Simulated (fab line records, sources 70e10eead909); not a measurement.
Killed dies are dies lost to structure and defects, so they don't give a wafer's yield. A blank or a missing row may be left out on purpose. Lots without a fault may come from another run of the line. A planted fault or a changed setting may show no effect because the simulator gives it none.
Chamber matching | flow nand_harc | NHARC_P_M1_PRE_CLEAN_32 on pecvd-02: 3 sister chambers
The step time 12 s. 3 wafers are shown with their chamber, then 8 later ones without.

WAFERS WITH THEIR CHAMBER
wafer  | chamber | heater_power_w (W)
L087.5 | 1       | 633
L087.6 | 2       | 701
L089.3 | 0       | 930

WAFERS WITHOUT THEIR CHAMBER
wafer  | heater_power_w (W)
L089.5 | 963
L089.6 | 632
L091.1 | 664
L091.2 | 566
L091.5 | 926
L092.1 | 675
L092.2 | 860
L092.4 | 645

WHICH CHAMBER EACH WENT THROUGH
wafer  | from the rows above     | in truth
L089.5 | 0                       | 0
L089.6 | can't be placed: 1 or 2 | 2
L091.1 | can't be placed: 1 or 2 | 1
L091.2 | can't be placed: 1 or 2 | 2
L091.5 | 0                       | 0
L092.1 | can't be placed: 2 or 1 | 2
L092.2 | 0                       | 0
L092.4 | can't be placed: 1 or 2 | 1
Placed correctly: 3 of 8. Can't be placed from these rows: 5 (the true chamber is among the candidates in 5). Placed wrongly: 0.
How it was worked out, from the rows above alone: a wafer's distance from a chamber is the root of the sum, over the readings, of the square of ((its reading less the chamber's mean) divided by the reading's scatter). The wafer belongs to the nearest chamber; if the next one is less than 2 further off, it can't be placed. A chamber's mean is the mean of its shown wafers. The scatter: with one shown wafer a chamber, the root of the mean of the squares of how far each hidden wafer lies from its nearest shown one.
